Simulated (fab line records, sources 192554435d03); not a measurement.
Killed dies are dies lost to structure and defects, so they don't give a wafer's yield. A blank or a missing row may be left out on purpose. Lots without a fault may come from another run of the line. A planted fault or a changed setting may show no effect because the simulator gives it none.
Which tool did it? | flow n5_finfet | 10 lots, 29 wafers sampled, at 4 steps of a route of 1938

WHAT THE GAUGES READ, wafer by wafer
N5_DUMMY_GATE_CD_MEAS_15: target cd 25.8 nm.
lot  | measured    | on        | cd_nm (nm)
L722 | day 3 08:36 | cd_sem-01 | 25.01 24.80 24.99
L723 | day 3 12:39 | cd_sem-01 | 24.79 25.00
L725 | day 3 23:59 | cd_sem-03 | 25.15 25.15 25.22
L726 | day 4 04:03 | cd_sem-02 | 25.31 25.16 24.97
L727 | day 4 10:41 | cd_sem-01 | 24.97 25.07 24.94
L728 | day 4 16:10 | cd_sem-03 | 25.26 24.94 25.16
L740 | day 7 17:32 | cd_sem-03 | 24.03 23.94 24.07
L741 | day 7 22:32 | cd_sem-01 | 23.93 23.93 23.79
L742 | day 8 05:11 | cd_sem-02 | 24.89 24.79 24.71
L744 | day 8 15:01 | cd_sem-03 | 24.66 24.89 24.94

WHICH TOOL RAN EACH LOT (tool, then ch and the chambers of the sampled wafers, then the start)
lot  | N5_STI_FIN_REVEAL_RECESS_09       | N5_DUMMY_GATE_CMP_04         | N5_DUMMY_GATE_EXPOSE_12
L722 | vapor_etch-02 ch 0,1, day 2 21:20 | cmp-03 ch 0,1, day 3 04:04   | euv_scanner-01 ch 0, day 3 08:29
L723 | vapor_etch-01 ch 1, day 3 01:22   | cmp-01 ch 0,2, day 3 08:07   | euv_scanner-01 ch 0, day 3 12:31
L725 | vapor_etch-01 ch 0,1, day 3 12:42 | cmp-03 ch 0,2, day 3 19:28   | euv_scanner-02 ch 0, day 3 23:52
L726 | vapor_etch-01 ch 0,1, day 3 16:35 | cmp-02 ch 1,2,3, day 3 23:23 | euv_scanner-01 ch 0, day 4 03:56
L727 | vapor_etch-01 ch 0,1, day 3 23:02 | cmp-03 ch 1,2,3, day 4 06:04 | euv_scanner-02 ch 0, day 4 10:34
L728 | vapor_etch-02 ch 0,1, day 4 04:23 | cmp-03 ch 0,3, day 4 11:32   | euv_scanner-01 ch 0, day 4 16:02
L740 | vapor_etch-02 ch 0,1, day 7 06:17 | cmp-01 ch 0,2,3, day 7 13:01 | euv_scanner-01 ch 0, day 7 17:25
L741 | vapor_etch-01 ch 0,1, day 7 09:47 | cmp-03 ch 1,2,3, day 7 18:03 | euv_scanner-01 ch 0, day 7 22:25
L742 | vapor_etch-01 ch 0, day 7 17:47   | cmp-03 ch 0,2, day 8 00:33   | euv_scanner-02 ch 0, day 8 05:03
L744 | vapor_etch-01 ch 0,1, day 8 03:36 | cmp-02 ch 0,1,3, day 8 10:21 | euv_scanner-02 ch 0, day 8 14:53
- N5_STI_FIN_REVEAL_RECESS_09: chemistry HF/NH3, target SiO2, afs cycles 11, target depth 42.5 nm, sublimation time 60 s.
- N5_DUMMY_GATE_CMP_04: polishes a-Si.
- N5_DUMMY_GATE_EXPOSE_12: exposes mask GATE, target cd 25 nm.

THE ANSWER, worked out from the rows above alone
Rule: what is usual is taken from the lots themselves. Put in order of their means at a reading, lots are off if they are a third of the lots or fewer, leave a main group of 4 or more, and stand apart from it by a gap of 3 or more times the standard deviation of the main group's means; of several such gaps the widest counts. A main group whose means are all the same, to the digits that the tables above print for the reading, isn't used. A lot without any number at a reading at which 4 lots or more have one is off too. The other lots that the step has rows for count as sound.
Off: L740, L741, at N5_DUMMY_GATE_CD_MEAS_15 (cd_nm). The main group: mean 24.99 nm, standard deviation 0.14.
A tool fits if, at a process step before that reading, it ran every lot that is off, and no sound lot after the first of them. The gauges at N5_DUMMY_GATE_CD_MEAS_15 are tried like those tools. One fits: euv_scanner-01 at N5_DUMMY_GATE_EXPOSE_12. Its last sound lot is L728 (day 4 16:02), its first lot that is off L740 (day 7 17:25): a fault that began between those two fits.

WHAT THE SIMULATOR HAD PUT IN
Process parameter drift: euv_scanner-01, from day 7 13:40 on, at N5_DUMMY_GATE_EXPOSE_12. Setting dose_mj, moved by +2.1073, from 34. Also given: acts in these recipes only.
Lots struck among those shown: L740, L741. The rule above found the same.
